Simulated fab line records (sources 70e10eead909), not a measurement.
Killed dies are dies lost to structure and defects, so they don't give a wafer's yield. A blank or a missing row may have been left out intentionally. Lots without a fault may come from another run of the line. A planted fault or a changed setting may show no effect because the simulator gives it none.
The tool behind it: which one? :: flow nand_harc :: 12 lots, 36 wafers sampled, at 2 steps of a route of 1302

WHAT EACH GAUGE READ, for each wafer
NHARC_P_M2_OVL_MEAS_10: pitch 340 nm.
lot: L075
measured: day 6 18:07
on: overlay-02
overlay_x_nm (nm): 0.7 0.0 0.5

lot: L077
measured: day 7 11:34
on: overlay-02
overlay_x_nm (nm): 0.1 -0.2 -0.5

lot: L079
measured: day 8 12:40
on: overlay-02
overlay_x_nm (nm): 0.4 1.1 0.2

lot: L081
measured: day 9 08:56
on: overlay-01
overlay_x_nm (nm): -1.0 -1.5 -1.7

lot: L083
measured: day 10 02:25
on: overlay-01
overlay_x_nm (nm): -0.7 -0.1 -0.4

lot: L085
measured: day 10 21:37
on: overlay-01
overlay_x_nm (nm): 0.5 0.4 0.4

lot: L087
measured: day 11 22:00
on: overlay-02
overlay_x_nm (nm): -0.3 0.1 -0.2

lot: L089
measured: day 12 12:08
on: overlay-01
overlay_x_nm (nm): -0.6 -0.8 -0.1

lot: L091
measured: day 13 07:09
on: overlay-02
overlay_x_nm (nm): 0.0 0.0 0.1

lot: L093
measured: day 14 06:45
on: overlay-02
overlay_x_nm (nm): 1.0 1.8 0.8

lot: L095
measured: day 15 17:42
on: overlay-02
overlay_x_nm (nm): -1.6 -1.1 -1.8

lot: L097
measured: day 16 05:41
on: overlay-02
overlay_x_nm (nm): -0.7 -0.8 -0.7

EACH LOT AND THE TOOL THAT RAN IT (in order: tool; ch and the chambers of the sampled wafers; start)
lot: L075
NHARC_P_M1_PRE_CLEAN_32: pecvd-04 ch 0,2, day 6 16:42

lot: L077
NHARC_P_M1_PRE_CLEAN_32: pecvd-04 ch 1,2, day 7 10:10

lot: L079
NHARC_P_M1_PRE_CLEAN_32: pecvd-01 ch 0,1,2, day 8 11:25

lot: L081
NHARC_P_M1_PRE_CLEAN_32: pecvd-04 ch 1,2, day 9 07:39

lot: L083
NHARC_P_M1_PRE_CLEAN_32: pecvd-04 ch 0,1,2, day 10 01:00

lot: L085
NHARC_P_M1_PRE_CLEAN_32: pecvd-03 ch 0,2, day 10 20:12

lot: L087
NHARC_P_M1_PRE_CLEAN_32: pecvd-04 ch 1,2, day 11 20:36

lot: L089
NHARC_P_M1_PRE_CLEAN_32: pecvd-01 ch 0,1,2, day 12 10:44

lot: L091
NHARC_P_M1_PRE_CLEAN_32: pecvd-01 ch 1,2, day 13 05:45

lot: L093
NHARC_P_M1_PRE_CLEAN_32: pecvd-04 ch 1,2, day 14 05:21

lot: L095
NHARC_P_M1_PRE_CLEAN_32: pecvd-04 ch 1,2, day 15 16:17

lot: L097
NHARC_P_M1_PRE_CLEAN_32: pecvd-03 ch 0,1,2, day 16 04:16
- NHARC_P_M1_PRE_CLEAN_32: time 12 s.

THE ANSWER, worked out from the rows above alone
Rule: usual is defined by the lots themselves. The widest of any qualifying gaps counts: lots, ordered by their means at a reading, are off when they make up no more than a third of the lots, leave a main group of 4 or more, and stand apart from it by 3 or more times the standard deviation of that group's means. A main group is skipped when, at the precision printed for the reading in the tables above, its means are all equal. A lot without any number at a reading at which 4 lots or more have one is off too. Any other lot the step has rows for is counted as sound.
Across all readings shown, no lot is off: no conclusion can be drawn from this.

WHAT THE SIMULATOR HAD INSERTED
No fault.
